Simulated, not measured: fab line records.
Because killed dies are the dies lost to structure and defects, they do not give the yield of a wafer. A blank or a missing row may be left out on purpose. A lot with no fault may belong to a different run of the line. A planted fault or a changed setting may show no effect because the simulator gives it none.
Chamber matching | flow n5-finfet | N5_GATE_CUT_HM_OPEN_40 on rie-diel-02: 4 sister chambers
The step chemistry C4F6/O2, target SiO2, target depth 139 nm, time 85.1 s. 4 wafers are shown with their chamber, then 7 later ones without.

== EACH WAFER AND ITS CHAMBER ==
wafer  | chamber | rf-vpp-V (V)
L077.3 | 3       | 654
L087.4 | 1       | 667
L090.1 | 0       | 682
L090.2 | 2       | 656

== WAFERS MISSING THEIR CHAMBER ==
wafer  | rf-vpp-V (V)
L090.4 | 668
L093.1 | 669
L093.2 | 655
L093.4 | 684
L097.2 | 656
L097.4 | 669
L097.6 | 668

== WHICH CHAMBER EACH ONE RAN IN ==
wafer  | from the rows above     | in truth
L090.4 | 1                       | 1
L093.1 | 1                       | 1
L093.2 | can't be placed: 2 or 3 | 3
L093.4 | 0                       | 0
L097.2 | can't be placed: 2 or 3 | 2
L097.4 | 1                       | 1
L097.6 | 1                       | 1
Correct placement for 5 of the 7. These rows do not allow placing 2 (true chamber among the candidates in 2). Placed wrongly: 0.
How it was worked out, from the rows above alone: a wafer's distance from a chamber is the root of the sum, over the readings, of the square of ((its reading less the chamber's mean) divided by the reading's scatter). If the next closest chamber is less than 2 further off than the closest, the wafer can't be placed; otherwise it belongs to the closest. A chamber's mean is the mean of its shown wafers. The scatter (one wafer shown for each chamber): square how far every hidden wafer sits from the nearest shown wafer, average those squares and take the square root.
